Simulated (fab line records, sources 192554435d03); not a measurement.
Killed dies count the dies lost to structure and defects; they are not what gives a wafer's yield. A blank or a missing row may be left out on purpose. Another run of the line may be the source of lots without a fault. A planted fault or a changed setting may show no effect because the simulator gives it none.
Split-lot experiment	flow n5Finfet	route with 1938 steps; 7 lots, 39 wafers read

## SPLIT DETAILS
At N5_BEOL_M1_HM_DEP_02 (deposits TiN, target thk 20 nm), the setting targetThkA was moved away from the recipe's 200 angstrom on 18 of the 39 wafers read, by -58.3% to +51.1%. All remaining wafers had this setting at the recipe value.

## FROM THE SPLIT TO THE READING: what the file shows between them, 4 steps
- N5_BEOL_M1_COAT_61: time 60 s, resist thk 60 nm
- N5_BEOL_M1_COAT_62: time 60 s, resist thk 12 nm
- N5_BEOL_M1_STRIP_75: strips in N2/H2
- N5_BEOL_M1_STRIP_66: strips in CF4

## THE READING
etch.depthNm (the simulator's own value, which no gauge read), in nm, at N5_BEOL_M1_HM_OPEN_17 (chemistry Cl2/BCl3, target TiN, target depth 20 nm, overetch 6 nm). No usual value for it is given in the file. Here, 21 wafers ran the recipe; their average is 19.978 nm with a standard deviation of 0.22 nm.

wafer	tool, chamber at the split	targetThkA as run, angstrom	against the recipe	etch.depthNm, nm	against lot-mates on the recipe
L074.1	pvdSputter-02, -	83.48	-58.3%	8.727	-11.276
L074.2	pvdSputter-02, -	83.48	-58.3%	8.176	-11.827
L074.3	pvdSputter-02, -	200	recipe	19.76	-
L074.4	pvdSputter-02, -	83.48	-58.3%	8.715	-11.288
L074.5	pvdSputter-02, -	200	recipe	20.38	-
L074.6	pvdSputter-02, -	200	recipe	19.87	-
L078.1	pvdSputter-01, -	152	-24.0%	15.34	-4.773
L078.2	pvdSputter-01, -	200	recipe	19.87	-
L078.3	pvdSputter-01, -	200	recipe	20.2	-
L078.4	pvdSputter-01, -	200	recipe	20.27	-
L078.5	pvdSputter-01, -	152	-24.0%	15.38	-4.733
L078.6	pvdSputter-01, -	152	-24.0%	15.27	-4.843
L082.2	pvdSputter-03, -	200	recipe	19.83	-
L082.4	pvdSputter-03, -	200	recipe	19.77	-
L082.5	pvdSputter-03, -	200	recipe	20.14	-
L087.1	pvdSputter-03, -	302.1	+51.1%	25.38	+5.567
L087.2	pvdSputter-03, -	200	recipe	19.51	-
L087.3	pvdSputter-03, -	200	recipe	19.98	-
L087.4	pvdSputter-03, -	302.1	+51.1%	25.39	+5.577
L087.5	pvdSputter-03, -	200	recipe	19.95	-
L087.6	pvdSputter-03, -	302.1	+51.1%	26.09	+6.277
L091.1	pvdSputter-03, -	235.2	+17.6%	23.27	+3.413
L091.2	pvdSputter-03, -	200	recipe	19.68	-
L091.3	pvdSputter-03, -	200	recipe	20.06	-
L091.4	pvdSputter-03, -	235.2	+17.6%	23.01	+3.153
L091.5	pvdSputter-03, -	200	recipe	19.83	-
L091.6	pvdSputter-03, -	235.2	+17.6%	22.96	+3.103
L093.1	pvdSputter-02, -	150.5	-24.8%	15	-5.153
L093.2	pvdSputter-02, -	150.5	-24.8%	15.42	-4.733
L093.3	pvdSputter-02, -	200	recipe	19.93	-
L093.4	pvdSputter-02, -	200	recipe	20.2	-
L093.5	pvdSputter-02, -	200	recipe	20.33	-
L093.6	pvdSputter-02, -	150.5	-24.8%	14.88	-5.273
L095.1	pvdSputter-01, -	200	recipe	20.22	-
L095.2	pvdSputter-01, -	281.4	+40.7%	26.24	+6.247
L095.3	pvdSputter-01, -	200	recipe	19.81	-
L095.4	pvdSputter-01, -	281.4	+40.7%	26.74	+6.747
L095.5	pvdSputter-01, -	281.4	+40.7%	26	+6.007
L095.6	pvdSputter-01, -	200	recipe	19.95	-

FIT RESULTS
A straight line over all 39 wafers: etch.depthNm changes by +0.164 nm for each +1% of targetThkA; r = +0.98; the points scatter about the line by 0.9 nm.
The same after taking each lot's own level away (the mean of its wafers on the recipe; 39 wafers): +0.166 nm for each +1%; r = +0.98; scatter 0.88 nm.
Per that fit: largest targetThkA move, reading shift of 9.7 nm.
The lots' own levels span 19.8133 to 20.1533 nm, that is 1.5 times the standard deviation above.
The two slopes are in agreement: the lot-to-lot level therefore moves the slope only a little.
Check: -9.96 nm against its lot-mates is what the line predicts for one of the wafers moved furthest among these (-58.3%) when that wafer is left out of the fit. Against them it came out at -11.3 nm.

## THE WHOLE CHAIN: every reading that the file lists as answering this split, in the file's order
step	what it does	reading	change (the file's fit)	r (the file's)
N5_BEOL_M1_HM_DEP_02	deposits TiN, target thk 20 nm	TiN_of_BEOL_M1_HM_DEP_02.thkNm (the simulator's own value, which no gauge read)	+0.197 nm for each +1% of the setting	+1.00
N5_BEOL_M1_HM_OPEN_17	chemistry Cl2/BCl3, target TiN, target depth 20 nm, overetch 6 nm	etch.depthNm (the simulator's own value, which no gauge read)	+0.166 nm for each +1% of the setting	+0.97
N5_BEOL_M1_OCD_MEAS_38		trenchDepthNm	not straight: 54.6 at the lowest setting, 55.2 at the recipe, 2.4 at the highest	not given

## THE FILE'S OWN FIT
etch.depthNm changes by +0.166 nm for each +1% of targetThkA, r = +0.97.
